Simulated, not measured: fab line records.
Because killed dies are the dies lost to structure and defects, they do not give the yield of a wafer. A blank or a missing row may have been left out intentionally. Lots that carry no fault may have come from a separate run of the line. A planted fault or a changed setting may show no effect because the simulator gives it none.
Chamber matching -- flow nandHarc -- NHARC_A_STAIRCASE_ETCH_203 on rieDiel-04: 4 sister chambers
The step etches the open film in C4F8/O2, target depth 100 nm, time 40.5 s. 7 wafers are shown with their chamber, then 7 later ones without.

WAFERS PAIRED WITH THEIR CHAMBERS
wafer,chamber,rfVppV (V),oesProductAu (a.u.)
L714.6,2,906,0.959
L718.6,0,900,0.946
L720.1,3,892,0.934
L720.4,1,902,0.927
L720.6,0,901,0.917
L724.1,3,892,0.931
L724.5,1,902,0.930

WAFERS WITHOUT THEIR CHAMBER
wafer,rfVppV (V),oesProductAu (a.u.)
L724.6,905,0.945
L726.2,893,0.943
L726.4,900,0.918
L726.6,902,0.925
L735.2,891,0.946
L735.4,905,0.957
L735.5,892,0.944

WHICH CHAMBER EACH WENT THROUGH
wafer,from the rows above,in truth
L724.6,2,2
L726.2,3,3
L726.4,0,0
L726.6,1,1
L735.2,3,3
L735.4,2,2
L735.5,3,3
Correct placement for 7 of the 7. From these rows, 0 cannot be placed. Number placed wrongly: 0.
How it was worked out, from the rows above alone: a wafer's distance from a chamber is the root of the sum, over the readings, of the square of ((its reading less the chamber's mean) divided by the reading's scatter). If the next closest chamber is less than 2 further off than the closest, the wafer can't be placed; otherwise it belongs to the closest. The mean given for a chamber averages the wafers shown for that chamber. The scatter: take each reading less its chamber's mean, square it, sum over the shown wafers, divide by the number of wafers less the number of chambers, and take the root.
